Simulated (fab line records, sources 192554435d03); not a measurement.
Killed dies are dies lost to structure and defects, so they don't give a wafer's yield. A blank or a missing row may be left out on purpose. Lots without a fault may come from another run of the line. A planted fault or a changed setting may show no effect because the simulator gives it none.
fab line records | flow n5_finfet
record lots=24 wafers=72 last_day=18
route steps=1938 shown ZERO_LAYER@19 WELL_APT@50 PMOS_HMC_CHANNEL_EPI@68 FIN_SAQP@100
lots that met no fault: from a run of the same line without faults
start_h: hours from the record's first day to the start of the lot's first wafer shown | wait_h: hours since the lot's step before | " the same as in the row above | L1.1+2: a row that stands for several wafers | - no value, or no start given | * or withheld: withheld | < > ~ a bound
route shown NAME@n: a module of which the file shows steps, and the number in the route of the first | usual: mean/standard deviation of fault-free wafers | same: alike in all rows | chamber/n: place in a boat | sites: the reading at each site | _std_site: their standard deviation | _edge_site: outer sites' mean less inner sites' | radius_mm: how far each site lies from the wafer's centre | mask NAME#n: copy n | behind: the tool/chamber that last shaped the wafer | hold: why the lot was held/for how many hours/how that ended | device: the transistor (n, p or np) that didn't switch | end of line: the same wafers' tests at the end of the route | a step without rows: its recipe alone | killed: dies lost to structure and defects at the first sort, not the wafer's yield | map: a wafer's dies, x killed, . not, _ none there
set.NAME: the setting as run; set.NAME@STEP: as run at that earlier step | model.NAME: the simulator's own value behind a step, which no gauge read
steps of the route over a sample of lots; a table a step, a row a wafer
services: from which hour (start_h, from the record's first day; less than 0 if before it) a tool's chamber was out of use, for how many hours, and why
## steps
# step N5_ZERO_LAYER_INSPECT_20
# recipe inspect_instrument=darkfield mode=post_clean
# usual raw_defect_count=39/17
# columns lot.wafer tool chamber start_h wait_h raw_defect_count
L074.2 defect_inspect-02 - 13.38 0.0 46
L074.5 " - " " 50
L074.6 " - " " 37
L075.1 defect_inspect-02 - 19.70 0.0 59
L075.2 " - " " 74
L075.6 " - " " 71
L076.3 defect_inspect-01 - 25.25 0.0 22
L076.5 " - " " 17
L076.6 " - " " 29
L077.1 defect_inspect-01 - 31.39 0.0 21
L077.3 " - " " 37
L077.6 " - " " 46
L078.1 defect_inspect-01 - 37.39 0.0 46
L078.2 " - " " 33
L078.6 " - " " 46
L079.1 defect_inspect-02 - 43.39 0.0 45
L079.4 " - " " 44
L079.5 " - " " 82
L080.3 defect_inspect-02 - 49.38 0.0 36
L080.4 " - " " 22
L080.5 " - " " 28
L081.1 defect_inspect-02 - 55.26 0.0 60
L081.2 " - " " 92
L081.5 " - " " 48
L082.2 defect_inspect-02 - 61.25 0.0 33
L082.5 " - " " 19
L082.6 " - " " 32
L083.2 defect_inspect-02 - 68.38 0.0 29
L083.4 " - " " 39
L083.6 " - " " 24
L084.1 defect_inspect-02 - 73.38 0.0 49
L084.3 " - " " 38
L084.5 " - " " 28
L085.3 defect_inspect-01 - 79.26 0.0 13
L085.4 " - " " 12
L085.5 " - " " 21
L086.3 defect_inspect-01 - 86.03 0.0 35
L086.5 " - " " 30
L086.6 " - " " 29
L087.2 defect_inspect-02 - 91.99 0.0 26
L087.4 " - " " 33
L087.5 " - " " 34
L088.2 defect_inspect-01 - 98.08 0.0 27
L088.3 " - " " 37
L088.6 " - " " 35
L089.1 defect_inspect-01 - 103.27 0.0 7
L089.3 " - " " 22
L089.4 " - " " 31
L090.1 defect_inspect-02 - 109.38 0.0 33
L090.2 " - " " 31
L090.3 " - " " 39
L091.2 defect_inspect-01 - 115.40 0.0 27
L091.4 " - " " 17
L091.6 " - " " 21
L092.2 defect_inspect-01 - 121.29 0.0 34
L092.4 " - " " 28
L092.5 " - " " 22
L093.2 defect_inspect-02 - 127.48 0.0 65
L093.3 " - " " 52
L093.4 " - " " 40
L094.3 defect_inspect-02 - 135.02 0.0 55
L094.4 " - " " 51
L094.6 " - " " 30
L095.4 defect_inspect-02 - 139.46 0.0 42
L095.5 " - " " 25
L095.6 " - " " 41
L096.2 defect_inspect-01 - 145.42 0.0 20
L096.3 " - " " 38
L096.5 " - " " 19
L097.1 defect_inspect-01 - 151.39 0.0 55
L097.4 " - " " 28
L097.5 " - " " 25
# step N5_WELL_APT_RTA_34
# recipe temp_c=1000 time_s=10 ambient=N2 idle_temp_c=600 ramp_up_c_per_s=150 ramp_down_c_per_s=60 cool_to_c=600
# usual lamp_power_pct=13.01/0.056 lamp_zone_3_pct=12.998/0.027 lamp_zone_6_pct=12.917/0.027 wafer_temp_C_max=1003.5/1.1
# columns lot.wafer tool chamber start_h wait_h lamp_power_pct lamp_zone_3_pct lamp_zone_6_pct wafer_temp_C_max
L074.2 rtp_anneal-01 0 15.97 0.0 12.90 12.985 12.955 1005.6
L074.5 " 0 " " 12.99 12.997 12.897 1005.1
L074.6 " 0 " " 12.94 13.029 12.897 1003.9
L075.1 rtp_anneal-01 0 22.11 0.0 12.96 12.990 12.900 1003.3
L075.2 " 0 " " 13.00 12.982 12.905 1002.8
L075.6 " 0 " " 13.04 13.035 12.917 1000.9
L076.3 rtp_anneal-02 0 27.75 0.2 13.04 13.004 12.876 1004.5
L076.5 " 0 " " 13.02 12.993 12.892 1004.2
L076.6 " 0 " " 12.92 13.009 12.953 1002.9
L077.1 rtp_anneal-01 0 34.05 0.2 13.11 13.010 12.888 1004.2
L077.3 " 0 " " 13.00 13.018 12.945 1002.4
L077.6 " 0 " " 13.06 13.010 12.843 1004.2
L078.1 rtp_anneal-01 0 40.62 0.4 13.07 13.028 12.930 1004.5
L078.2 " 0 " " 13.03 12.968 12.962 1001.4
L078.6 " 0 " " 12.90 12.974 12.935 1005.5
L079.1 rtp_anneal-01 0 45.79 0.2 13.11 12.983 12.940 1004.6
L079.4 " 0 " " 13.02 12.993 12.913 1003.3
L079.5 " 0 " " 12.94 12.998 12.902 1003.9
L080.3 rtp_anneal-02 0 52.31 0.1 12.96 13.001 12.916 1003.4
L080.4 " 0 " " 13.02 13.006 12.898 1002.4
L080.5 " 0 " " 13.00 12.966 12.930 1005.1
L081.1 rtp_anneal-01 0 58.05 0.0 12.92 13.022 12.880 1003.2
L081.2 " 0 " " 13.08 13.001 12.893 1004.9
L081.5 " 0 " " 13.09 13.014 12.911 1003.9
L082.2 rtp_anneal-02 0 64.76 0.0 13.03 12.973 12.932 1002.4
L082.5 " 0 " " 13.00 12.980 12.909 1003.3
L082.6 " 0 " " 13.05 13.008 12.899 1002.7
L083.2 rtp_anneal-01 0 70.78 0.0 12.94 13.035 12.931 1003.4
L083.4 " 0 " " 12.94 13.017 12.906 1004.2
L083.6 " 0 " " 12.92 12.967 12.913 1003.7
L084.1 rtp_anneal-01 0 76.18 0.0 13.00 13.012 12.933 1003.0
L084.3 " 0 " " 12.97 12.963 12.944 1003.7
L084.5 " 0 " " 12.95 12.998 12.905 1007.0
L085.3 rtp_anneal-01 0 81.92 0.3 13.04 12.987 12.927 1001.9
L085.4 " 0 " " 13.09 12.975 12.882 1002.1
L085.5 " 0 " " 13.08 12.960 12.966 1001.6
L086.3 rtp_anneal-02 0 88.50 0.1 13.02 13.067 12.911 1004.3
L086.5 " 0 " " 13.05 13.034 12.924 1004.2
L086.6 " 0 " " 13.04 12.988 12.908 1002.5
L087.2 rtp_anneal-01 0 94.54 0.1 13.01 12.970 12.911 1003.8
L087.4 " 0 " " 12.95 12.938 12.947 1002.5
L087.5 " 0 " " 13.01 13.016 12.895 1004.2
L088.2 rtp_anneal-01 0 100.54 0.1 12.98 13.045 12.921 1004.0
L088.3 " 0 " " 13.05 13.004 12.946 1004.2
L088.6 " 0 " " 13.00 12.999 12.914 1003.9
L089.1 rtp_anneal-01 0 105.55 0.0 13.12 13.013 12.930 1004.5
L089.3 " 0 " " 12.98 12.992 12.887 1002.8
L089.4 " 0 " " 12.95 13.017 12.893 1003.7
L090.1 rtp_anneal-01 0 112.27 0.1 12.95 12.976 12.906 1005.4
L090.2 " 0 " " 12.99 13.026 12.895 1003.1
L090.3 " 0 " " 13.03 13.024 12.940 1006.8
L091.2 rtp_anneal-01 0 117.80 0.1 13.04 12.993 12.902 1003.9
L091.4 " 0 " " 13.05 12.982 12.925 1001.7
L091.6 " 0 " " 12.97 13.054 12.891 1003.4
L092.2 rtp_anneal-02 0 123.79 0.1 13.01 12.960 12.967 1003.0
L092.4 " 0 " " 13.02 13.007 12.914 1004.2
L092.5 " 0 " " 13.00 12.976 12.951 1003.0
L093.2 rtp_anneal-01 0 130.76 0.1 12.90 12.978 12.866 1003.7
L093.3 " 0 " " 13.13 13.024 12.881 1004.7
L093.4 " 0 " " 12.97 13.003 12.938 1002.3
L094.3 rtp_anneal-02 0 137.72 0.2 13.03 13.021 12.925 1003.3
L094.4 " 0 " " 13.12 12.971 12.921 1005.9
L094.6 " 0 " " 13.02 12.966 12.889 1002.2
L095.4 rtp_anneal-02 0 142.06 0.1 12.89 13.042 12.932 1003.0
L095.5 " 0 " " 13.03 12.976 12.891 1002.6
L095.6 " 0 " " 13.01 12.984 12.915 1004.8
L096.2 rtp_anneal-02 0 147.88 0.2 13.10 12.962 12.914 1002.8
L096.3 " 0 " " 12.95 13.042 12.932 1002.2
L096.5 " 0 " " 12.98 13.026 12.896 1004.6
L097.1 rtp_anneal-01 0 153.96 0.0 12.95 13.005 12.923 1005.6
L097.4 " 0 " " 13.01 13.021 12.932 1004.2
L097.5 " 0 " " 13.06 13.037 12.930 1005.4
# step N5_PMOS_HMC_CHANNEL_EPI_DESCUM_14
# recipe chemistry=O2 time_s=7.9 source_power_w=50 bias_power_w=20 pressure_mtorr=20 rf_frequency_hz=2.712e+07 temp_c=40 resist=CAR-ArF-block o2_flow_sccm=225
# usual bias_power_w=20.00/0.056 drypump_motor_current_A=5.7/0.55 oes_product_au=0.76/0.061 rf_vpp_V=243.3/1.3 showerhead_plenum_p_Torr=2.10/0.068 throttle_valve_pct=20.4/0.36
# columns lot.wafer tool chamber start_h wait_h bias_power_w drypump_motor_current_A oes_product_au rf_hours_counter_h rf_vpp_V showerhead_plenum_p_Torr throttle_valve_pct
L074.2 rie_diel-03 0 17.48 0.3 19.97 5.1 0.74 179 244.0 2.09 20.7
L074.5 " 3 " " 19.95 5.8 0.83 - 242.8 2.13 20.1
L074.6 " 2 " " 20.00 5.6 0.77 - 243.2 2.12 20.8
L075.1 rie_diel-04 1 23.73 0.0 19.93 5.3 0.88 48 242.6 2.04 20.0
L075.2 " 0 " " 19.98 5.9 0.78 92 240.5 1.94 20.3
L075.6 " 3 " " 19.98 6.3 0.76 - 241.6 2.06 20.2
L076.3 rie_diel-04 0 29.34 0.0 20.02 5.9 0.79 93 241.7 1.94 20.3
L076.5 " 0 " " 20.04 5.9 0.77 - 240.3 1.94 20.3
L076.6 " 1 " " 20.09 5.3 0.88 - 242.6 2.04 20.0
L077.1 rie_diel-02 0 35.47 0.0 20.02 5.8 0.73 171 244.2 2.19 21.0
L077.3 " 2 " " 20.03 4.7 0.70 214 244.2 2.16 20.7
L077.6 " 0 " " 19.97 5.8 0.73 - 245.8 2.19 21.0
L078.1 rie_diel-03 0 42.04 0.0 20.07 5.1 0.73 185 242.9 2.09 20.7
L078.2 " 1 " " 20.04 6.3 0.72 179 243.7 2.16 20.1
L078.6 " 0 " " 19.99 5.1 0.73 - 242.5 2.09 20.7
L079.1 rie_diel-02 0 47.22 0.0 19.98 5.8 0.73 175 244.2 2.19 21.0
L079.4 " 2 " " 19.96 4.7 0.71 218 243.9 2.16 20.7
L079.5 " 1 " " 19.94 6.6 0.73 - 244.5 2.18 20.6
L080.3 rie_diel-02 0 53.55 0.0 20.07 5.8 0.74 177 245.8 2.19 21.0
L080.4 " 2 " " 19.90 4.6 0.70 - 244.2 2.16 20.7
L080.5 " 0 " " 20.04 5.7 0.73 - 244.6 2.19 21.0
L081.1 rie_diel-04 0 59.47 0.0 20.00 5.9 0.78 101 241.2 1.94 20.3
L081.2 " 2 " " 19.97 5.1 0.77 119 245.1 2.12 20.1
L081.5 " 3 " " 19.97 6.2 0.76 - 242.8 2.06 20.2
L082.2 rie_diel-04 0 66.14 0.0 20.06 5.9 0.77 103 239.7 1.94 20.3
L082.5 " 3 " " 20.08 6.2 0.75 - 243.6 2.06 20.2
L082.6 " 2 " " 19.99 5.1 0.77 - 243.4 2.12 20.1
L083.2 rie_diel-03 0 72.16 0.0 19.99 5.1 0.72 195 243.4 2.08 20.7
L083.4 " 2 " " 19.98 5.6 0.76 - 244.1 2.11 20.8
L083.6 " 0 " " 19.92 5.1 0.72 - 241.9 2.08 20.7
L084.1 rie_diel-02 3 77.59 0.0 19.94 6.6 0.94 12 243.8 2.05 19.9
L084.3 " 1 " " 20.05 6.6 0.73 164 244.0 2.18 20.6
L084.5 " 1 " " 19.99 6.6 0.72 - 245.0 2.18 20.6
L085.3 rie_diel-03 0 83.39 0.2 19.98 5.1 0.72 199 243.4 2.08 20.7
L085.4 " 3 " " 20.01 5.8 0.81 67 243.6 2.12 20.1
L085.5 " 1 " " 19.94 6.3 0.72 - 244.9 2.16 20.1
L086.3 rie_diel-02 2 90.16 0.3 19.93 4.6 0.69 233 243.8 2.16 20.7
L086.5 " 1 " " 20.09 6.6 0.72 - 244.9 2.18 20.6
L086.6 " 0 " " 19.95 5.7 0.72 - 243.9 2.18 21.1
L087.2 rie_diel-03 1 97.09 1.3 20.11 6.3 0.72 194 244.1 2.16 20.1
L087.4 " 2 " " 20.02 5.6 0.75 180 242.9 2.11 20.8
L087.5 " 3 " " 19.96 5.8 0.82 - 244.1 2.12 20.1
L088.2 rie_diel-03 2 102.05 0.0 20.03 5.6 0.76 182 245.5 2.11 20.8
L088.3 " 1 " " 20.17 6.3 0.72 196 245.3 2.16 20.1
L088.6 " 1 " " 20.02 6.3 0.72 - 243.6 2.16 20.1
L089.1 rie_diel-03 0 107.18 0.2 19.92 5.1 0.71 210 245.7 2.08 20.7
L089.3 " 1 " " 20.04 6.3 0.71 198 244.1 2.16 20.1
L089.4 " 2 " " 19.99 5.7 0.74 183 240.9 2.10 20.8
L090.1 rie_diel-04 1 114.05 0.0 19.98 5.3 0.85 66 242.7 2.03 20.0
L090.2 " 2 " " 20.02 5.2 0.77 126 242.1 2.12 20.1
L090.3 " 3 " " 19.94 6.2 0.75 182 243.2 2.06 20.2
L091.2 rie_diel-03 0 119.22 0.1 20.06 5.1 0.71 213 241.5 2.08 20.8
L091.4 " 2 " " 19.92 5.6 0.75 186 243.2 2.10 20.9
L091.6 " 1 " " 19.91 6.3 0.71 - 244.2 2.16 20.1
L092.2 rie_diel-03 0 125.50 0.0 19.95 5.1 0.71 215 243.7 2.08 20.8
L092.4 " 2 " " 19.91 5.6 0.74 188 243.5 2.10 20.8
L092.5 " 2 " " 19.99 5.6 0.75 - 241.9 2.10 20.8
L093.2 rie_diel-04 1 133.27 1.0 19.94 5.3 0.85 72 242.3 2.03 20.0
L093.3 " 3 " " 20.02 6.2 0.74 189 243.9 2.06 20.2
L093.4 " 2 " " 20.02 5.2 0.77 133 242.8 2.11 20.1
L094.3 rie_diel-03 0 139.30 0.0 20.08 5.1 0.70 222 245.4 2.07 20.8
L094.4 " 2 " " 20.10 5.6 0.73 - 242.2 2.10 20.9
L094.6 " 1 " " 19.97 6.3 0.70 - 245.2 2.15 20.1
L095.4 rie_diel-04 1 143.78 0.2 20.03 5.3 0.85 77 243.1 2.03 20.0
L095.5 " 2 " " 20.01 5.2 0.76 - 242.8 2.11 20.1
L095.6 " 1 " " 20.07 5.3 0.85 - 241.5 2.03 20.0
L096.2 rie_diel-02 3 149.60 0.3 20.05 6.6 0.88 38 242.0 2.04 19.9
L096.3 " 1 " " 20.00 6.6 0.70 191 244.6 2.17 20.6
L096.5 " 0 " " 20.03 5.7 0.70 - 243.5 2.17 21.1
L097.1 rie_diel-04 2 155.58 0.0 20.06 5.1 0.75 141 242.7 2.11 20.1
L097.4 " 3 " " 19.91 6.2 0.73 197 242.8 2.05 20.2
L097.5 " 1 " " 20.01 5.3 0.83 - 242.9 2.03 20.0
# step N5_FIN_SAQP_PECVD_06
# recipe material=a-Si target_thk_a=600 temp_c=400 precursor=SiH4/He pressure_torr=3 rf_w=100 time_s=48.1
# usual chamber_pressure_Torr=3.000/0.0063 heater_power_w=815/63 showerhead_plenum_p_Torr=5.67/0.04 throttle_valve_pct=18.2/0.78
# columns lot.wafer tool chamber start_h wait_h chamber_pressure_Torr heater_power_w showerhead_plenum_p_Torr throttle_valve_pct
L074.2 pecvd-03 1 21.93 0.0 3.001 921 5.69 19.0
L074.5 " 0 " " 3.004 800 5.71 17.5
L074.6 " 2 " " 3.001 730 5.69 18.7
L075.1 pecvd-02 0 27.24 0.0 3.000 674 5.68 20.2
L075.2 " 2 " " 3.000 733 5.64 17.9
L075.6 " 0 " " 3.004 676 5.68 19.5
L076.3 pecvd-04 0 34.18 0.0 3.002 894 5.72 17.4
L076.5 " 0 " " 3.004 899 5.70 17.5
L076.6 " 1 " " 3.004 791 5.61 17.3
L077.1 pecvd-03 1 39.00 0.0 2.988 835 5.68 19.2
L077.3 " 0 " " 3.002 834 5.71 17.7
L077.6 " 0 " " 3.007 825 5.72 17.5
L078.1 pecvd-02 2 45.53 0.0 2.999 829 5.63 17.9
L078.2 " 1 " " 3.007 918 5.63 17.6
L078.6 " 0 " " 2.989 731 5.72 19.8
L079.1 pecvd-04 0 50.89 0.1 3.008 916 5.71 17.5
L079.4 " 0 " " 2.999 904 5.72 17.5
L079.5 " 0 " " 2.994 915 5.72 17.6
L080.3 pecvd-03 0 57.03 0.0 2.995 807 5.72 17.6
L080.4 " 1 " " 3.006 814 5.68 19.2
L080.5 " 2 " " 3.000 818 5.70 18.6
L081.1 pecvd-03 0 63.17 0.0 2.981 768 5.71 17.4
L081.2 " 1 " " 3.009 894 5.69 19.1
L081.5 " 2 " " 3.006 840 5.69 18.6
L082.2 pecvd-02 1 70.17 0.0 2.998 902 5.64 17.5
L082.5 " 0 " " 2.990 715 5.70 19.7
L082.6 " 1 " " 2.997 881 5.62 17.6
L083.2 pecvd-04 1 76.07 0.0 2.995 800 5.60 17.6
L083.4 " 1 " " 2.997 782 5.60 17.4
L083.6 " 0 " " 3.003 836 5.71 17.3
L084.1 pecvd-04 1 81.52 0.0 3.004 848 5.60 17.6
L084.3 " 1 " " 2.996 851 5.60 17.4
L084.5 " 1 " " 2.996 855 5.60 17.3
L085.3 pecvd-02 2 87.39 0.0 2.998 732 5.62 18.1
L085.4 " 2 " " 3.000 760 5.62 18.2
L085.5 " 0 " " 2.993 705 5.70 19.5
L086.3 pecvd-02 0 94.29 0.0 2.995 750 5.71 19.5
L086.5 " 1 " " 3.000 777 5.63 17.7
L086.6 " 2 " " 2.993 750 5.64 18.1
L087.2 pecvd-02 0 100.92 0.0 3.005 679 5.70 19.7
L087.4 " 1 " " 3.004 876 5.62 17.6
L087.5 " 0 " " 3.011 673 5.71 19.8
L088.2 pecvd-03 0 106.63 0.0 2.999 786 5.71 17.6
L088.3 " 2 " " 3.004 784 5.69 18.8
L088.6 " 2 " " 2.997 799 5.70 18.7
L089.1 pecvd-04 1 112.55 0.0 3.003 793 5.61 17.2
L089.3 " 1 " " 2.997 817 5.60 17.4
L089.4 " 0 " " 3.007 919 5.73 17.7
L090.1 pecvd-03 2 117.82 0.0 2.998 862 5.70 18.8
L090.2 " 0 " " 2.990 789 5.70 17.7
L090.3 " 1 " " 3.000 791 5.69 19.4
L091.2 pecvd-03 1 123.76 0.0 3.002 933 5.69 19.1
L091.4 " 0 " " 2.998 807 5.73 17.5
L091.6 " 1 " " 3.001 904 5.69 19.0
L092.2 pecvd-04 0 129.09 0.0 2.997 893 5.72 17.6
L092.4 " 0 " " 2.999 871 5.70 17.7
L092.5 " 0 " " 3.003 888 5.74 18.0
L093.2 pecvd-03 1 137.67 0.0 3.005 908 5.67 19.0
L093.3 " 0 " " 3.000 700 5.71 17.9
L093.4 " 2 " " 2.999 765 5.69 18.9
L094.3 pecvd-02 0 143.09 0.0 2.990 739 5.71 19.5
L094.4 " 0 " " 2.999 729 5.70 19.3
L094.6 " 1 " " 3.015 798 5.63 17.7
L095.4 pecvd-03 2 147.32 0.0 2.999 762 5.68 18.7
L095.5 " 0 " " 2.994 798 5.71 17.6
L095.6 " 1 " " 2.996 807 5.68 19.0
L096.2 pecvd-02 2 153.08 0.0 2.991 799 5.63 18.2
L096.3 " 1 " " 2.998 864 5.64 17.7
L096.5 " 1 " " 2.995 870 5.63 17.9
L097.1 pecvd-04 0 159.50 0.0 3.005 831 5.70 17.7
L097.4 " 0 " " 3.004 867 5.73 17.8
L097.5 " 0 " " 3.005 851 5.71 17.9
# step N5_FIN_SAQP_ETCH_67
# recipe chemistry=CH3F/O2 target=SiNx target_depth_a=300 mask_material=SOC pressure_mtorr=30 source_w=395 bias_w=73 Ar_flow_sccm=150 CH3F_flow_sccm=30 O2_flow_sccm=20 ion_energy_ev=120
# usual drypump_motor_current_A=5.8/0.58 oes_product_au=0.76/0.072 rf_vpp_V=296/4.6 showerhead_plenum_p_Torr=1.98/0.055 throttle_valve_pct=16.33/0.14
# columns lot.wafer tool chamber start_h wait_h drypump_motor_current_A oes_product_au rf_hours_counter_h rf_vpp_V showerhead_plenum_p_Torr throttle_valve_pct
L074.2 rie_diel-05 0 25.28 0.0 5.3 0.71 168 301 2.06 16.28
L074.5 " 1 " " 5.9 0.96 - 297 1.97 16.29
L074.6 " 0 " " 5.3 0.72 - 303 2.06 16.27
L075.1 rie_diel-05 1 31.64 0.0 6.0 0.97 6 297 1.97 16.29
L075.2 " 0 " " 5.3 0.71 170 302 2.06 16.30
L075.6 " 3 " " 6.7 0.75 - 287 1.91 16.43
L076.3 rie_diel-05 1 37.79 0.0 6.0 0.96 9 296 1.97 16.32
L076.5 " 0 " " 5.3 0.71 - 303 2.06 16.30
L076.6 " 1 " " 6.0 0.95 - 297 1.97 16.31
L077.1 rie_diel-01 3 42.71 0.0 5.9 0.72 208 293 2.06 16.34
L077.3 " 1 " " 5.3 0.77 127 298 1.99 16.47
L077.6 " 1 " " 5.2 0.77 - 298 1.99 16.48
L078.1 rie_diel-06 0 49.09 0.0 6.4 0.76 121 289 1.93 16.47
L078.2 " 2 " " 5.3 0.90 22 301 1.95 15.92
L078.6 " 1 " " 5.8 0.67 - 294 2.05 16.34
L079.1 rie_diel-05 2 54.65 0.0 5.6 0.83 95 296 2.03 16.29
L079.4 " 0 " " 5.3 0.71 179 303 2.06 16.31
L079.5 " 0 " " 5.3 0.71 - 303 2.06 16.29
L080.3 rie_diel-01 0 60.54 0.0 6.2 0.71 215 291 1.90 16.22
L080.4 " 3 " " 5.9 0.71 214 295 2.06 16.33
L080.5 " 0 " " 6.2 0.70 - 293 1.90 16.22
L081.1 rie_diel-01 3 67.92 0.0 5.9 0.71 216 293 2.05 16.36
L081.2 " 2 " " 6.7 0.80 128 298 2.00 16.19
L081.5 " 0 " " 6.2 0.70 - 293 1.90 16.23
L082.2 rie_diel-06 3 73.64 0.0 4.8 0.80 96 291 1.94 16.21
L082.5 " 3 " " 4.8 0.80 - 290 1.94 16.21
L082.6 " 2 " " 5.3 0.89 - 302 1.95 15.92
L083.2 rie_diel-05 3 79.43 0.0 6.8 0.74 168 289 1.91 16.46
L083.4 " 1 " " 6.0 0.90 27 296 1.96 16.32
L083.6 " 2 " " 5.6 0.80 - 296 2.03 16.34
L084.1 rie_diel-01 2 85.32 0.0 6.7 0.79 134 300 2.00 16.23
L084.3 " 3 " " 5.9 0.70 222 293 2.05 16.37
L084.5 " 1 " " 5.3 0.77 - 300 1.99 16.52
L085.3 rie_diel-01 2 90.87 0.0 6.7 0.78 135 299 2.00 16.21
L085.4 " 3 " " 5.9 0.71 224 294 2.05 16.37
L085.5 " 1 " " 5.2 0.76 - 298 1.99 16.49
L086.3 rie_diel-01 1 98.16 0.0 5.3 0.75 146 298 1.99 16.50
L086.5 " 1 " " 5.3 0.75 - 300 1.99 16.51
L086.6 " 0 " " 6.2 0.69 - 292 1.89 16.26
L087.2 rie_diel-06 3 104.88 0.0 4.8 0.81 107 291 1.93 16.22
L087.4 " 0 " " 6.4 0.75 136 287 1.92 16.50
L087.5 " 3 " " 4.8 0.81 - 290 1.93 16.22
L088.2 rie_diel-01 2 110.09 0.0 6.7 0.78 142 299 2.00 16.20
L088.3 " 0 " " 6.2 0.69 235 290 1.89 16.26
L088.6 " 1 " " 5.3 0.75 - 300 1.99 16.53
L089.1 rie_diel-06 0 115.96 0.0 6.4 0.75 140 289 1.92 16.52
L089.3 " 1 " " 5.8 0.67 230 295 2.05 16.37
L089.4 " 2 " " 5.3 0.87 42 300 1.94 15.95
L090.1 rie_diel-06 1 121.17 0.0 5.8 0.66 232 296 2.04 16.38
L090.2 " 2 " " 5.3 0.87 43 302 1.94 15.97
L090.3 " 3 " " 4.8 0.80 111 290 1.93 16.23
L091.2 rie_diel-05 1 127.12 0.0 5.9 0.87 45 296 1.96 16.37
L091.4 " 2 " " 5.6 0.79 118 297 2.02 16.36
L091.6 " 0 " " 5.3 0.68 - 304 2.05 16.35
L092.2 rie_diel-01 1 133.50 0.0 5.3 0.74 157 300 1.98 16.53
L092.4 " 2 " " 6.7 0.78 150 299 2.00 16.24
L092.5 " 2 " " 6.7 0.77 - 299 2.00 16.23
L093.2 rie_diel-05 1 141.14 0.0 5.9 0.87 51 297 1.95 16.37
L093.3 " 2 " " 5.6 0.78 124 297 2.02 16.37
L093.4 " 3 " " 6.7 0.73 191 289 1.90 16.49
L094.3 rie_diel-06 2 146.57 0.0 5.3 0.86 52 301 1.94 15.98
L094.4 " 1 " " 5.8 0.65 241 294 2.04 16.37
L094.6 " 3 " " 4.8 0.78 - 289 1.93 16.26
L095.4 rie_diel-05 1 151.35 0.0 6.0 0.86 55 297 1.95 16.38
L095.5 " 0 " " 5.3 0.67 - 302 2.05 16.37
L095.6 " 1 " " 6.0 0.87 - 296 1.95 16.37
L096.2 rie_diel-01 2 156.80 0.0 6.7 0.76 159 300 1.99 16.24
L096.3 " 1 " " 5.3 0.74 166 299 1.98 16.55
L096.5 " 1 " " 5.3 0.75 - 300 1.98 16.55
L097.1 rie_diel-01 1 162.86 0.0 5.3 0.73 168 297 1.98 16.55
L097.4 " 2 " " 6.7 0.77 - 299 1.99 16.25
L097.5 " 1 " " 5.3 0.74 - 300 1.98 16.54
# step N5_FIN_SAQP_CD_MEAS_31
# recipe target_cd_nm=8 landing_energy_ev=1000 detector=se_inlens polarity=line
# usual cd_nm=8.12/0.22
# columns lot.wafer tool chamber start_h wait_h cd_nm
L074.2 cd_sem-01 0 26.05 0.1 8.11
L074.5 " 0 " " 8.39
L074.6 " 0 " " 8.40
L075.1 cd_sem-01 0 32.42 0.1 8.24
L075.2 " 0 " " 8.00
L075.6 " 0 " " 8.14
L076.3 cd_sem-02 0 38.56 0.1 8.13
L076.5 " 0 " " 8.06
L076.6 " 0 " " 8.09
L077.1 cd_sem-02 0 43.75 0.1 8.27
L077.3 " 0 " " 7.81
L077.6 " 0 " " 8.32
L078.1 cd_sem-03 0 50.38 0.1 8.26
L078.2 " 0 " " 8.32
L078.6 " 0 " " 7.99
L079.1 cd_sem-02 0 55.60 0.1 7.80
L079.4 " 0 " " 7.63
L079.5 " 0 " " 8.06
L080.3 cd_sem-02 0 62.23 0.1 8.07
L080.4 " 0 " " 7.95
L080.5 " 0 " " 8.12
L081.1 cd_sem-02 0 68.86 0.1 8.06
L081.2 " 0 " " 7.84
L081.5 " 0 " " 8.08
L082.2 cd_sem-03 0 74.41 0.1 8.17
L082.5 " 0 " " 8.08
L082.6 " 0 " " 7.75
L083.2 cd_sem-02 0 80.20 0.1 8.13
L083.4 " 0 " " 7.88
L083.6 " 0 " " 8.11
L084.1 cd_sem-01 0 86.61 0.1 8.07
L084.3 " 0 " " 8.14
L084.5 " 0 " " 7.65
L085.3 cd_sem-01 0 91.73 0.1 8.34
L085.4 " 0 " " 8.37
L085.5 " 0 " " 8.11
L086.3 cd_sem-02 0 99.35 0.1 8.32
L086.5 " 0 " " 8.15
L086.6 " 0 " " 8.03
L087.2 cd_sem-02 0 105.74 0.1 8.02
L087.4 " 0 " " 8.06
L087.5 " 0 " " 7.94
L088.2 cd_sem-03 0 110.92 0.1 8.58
L088.3 " 0 " " 8.18
L088.6 " 0 " " 8.22
L089.1 cd_sem-01 0 116.73 0.1 8.19
L089.3 " 0 " " 8.33
L089.4 " 0 " " 8.21
L090.1 cd_sem-01 0 121.94 0.1 8.00
L090.2 " 0 " " 8.06
L090.3 " 0 " " 8.37
L091.2 cd_sem-01 0 128.14 0.1 8.11
L091.4 " 0 " " 8.31
L091.6 " 0 " " 8.06
L092.2 cd_sem-03 0 134.54 0.1 7.81
L092.4 " 0 " " 7.94
L092.5 " 0 " " 8.15
L093.2 cd_sem-02 0 142.17 0.1 7.90
L093.3 " 0 " " 8.09
L093.4 " 0 " " 8.61
L094.3 cd_sem-02 0 147.35 0.1 7.99
L094.4 " 0 " " 8.28
L094.6 " 0 " " 8.51
L095.4 cd_sem-03 0 152.35 0.1 7.76
L095.5 " 0 " " 8.15
L095.6 " 0 " " 8.12
L096.2 cd_sem-02 0 157.57 0.1 8.48
L096.3 " 0 " " 8.15
L096.5 " 0 " " 8.08
L097.1 cd_sem-01 0 163.96 0.1 8.20
L097.4 " 0 " " 8.29
L097.5 " 0 " " 7.92
## services
# columns tool chamber start_h hours kind
rie_diel-01 - -3.58 0.5 repair
rie_diel-04 0 -3.26 10.6 repair
rie_diel-01 - 4.82 4.3 pm
rie_diel-02 - 7.21 1.1 repair
pecvd-02 - 10.60 1.0 repair
rie_diel-06 3 11.49 25.0 repair
pecvd-03 - 11.64 2.2 repair
pecvd-04 2 30.78 134.5 repair
rie_diel-05 3 37.37 5.1 repair
rie_diel-04 0 37.92 4.8 repair
rie_diel-01 1 47.72 5.8 repair
pecvd-03 - 48.18 0.8 repair
pecvd-04 1 49.99 5.8 repair
rie_diel-03 3 64.95 12.8 repair
rie_diel-03 1 65.00 11.8 repair
rie_diel-04 - 79.77 28.1 pm
rtp_anneal-01 - 84.26 1.1 pm
rie_diel-05 - 88.48 0.2 repair
pecvd-02 - 91.39 1.7 repair
rie_diel-05 2 106.14 16.1 repair
rie_diel-05 1 116.27 3.7 repair
rie_diel-03 3 133.54 12.3 repair
rie_diel-03 2 143.43 10.1 repair
rie_diel-05 0 156.68 4.6 repair
## key
fault none
